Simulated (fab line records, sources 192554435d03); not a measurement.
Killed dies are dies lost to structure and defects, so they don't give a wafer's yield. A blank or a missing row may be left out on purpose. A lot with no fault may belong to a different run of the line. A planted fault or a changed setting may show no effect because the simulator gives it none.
Chamber matching	flow n5_finfet	N5_BEOL_M3_STRIP_36 on rie_diel-04 has 4 sister chambers
The step strips in N2/H2. 4 wafers are shown with their chamber, then 9 later ones without.

WAFERS PAIRED WITH THEIR CHAMBERS
wafer	chamber	drypump_motor_current_A (A)
L084.4	0	5.4
L086.1	2	6.1
L086.2	3	6.8
L086.3	1	5.4

WAFERS WITHOUT THEIR CHAMBER
wafer	drypump_motor_current_A (A)
L088.1	6.1
L088.4	5.4
L088.6	5.4
L089.2	6.8
L089.3	5.5
L089.5	5.4
L092.2	5.4
L092.3	6.8
L092.5	5.4

CHAMBER TAKEN BY EACH
wafer	from the rows above	in truth
L088.1	2	2
L088.4	can't be placed: 0 or 1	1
L088.6	can't be placed: 0 or 1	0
L089.2	3	3
L089.3	can't be placed: 0 or 1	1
L089.5	can't be placed: 0 or 1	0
L092.2	can't be placed: 0 or 1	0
L092.3	3	3
L092.5	can't be placed: 0 or 1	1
Correctly placed: 3 of 9. Can't be placed from these rows: 6 (the true chamber is among the candidates in 6). Placed wrongly: 0.
How it was worked out, from the rows above alone: a wafer's distance from a chamber is the root of the sum, over the readings, of the square of ((its reading less the chamber's mean) divided by the reading's scatter). The wafer belongs to the nearest chamber; if the next one is less than 2 further off, it can't be placed. For every chamber, the mean is computed from those of its wafers that are shown. The scatter: root of mean squared gap, hidden wafer to nearest shown wafer, with one shown wafer a chamber.
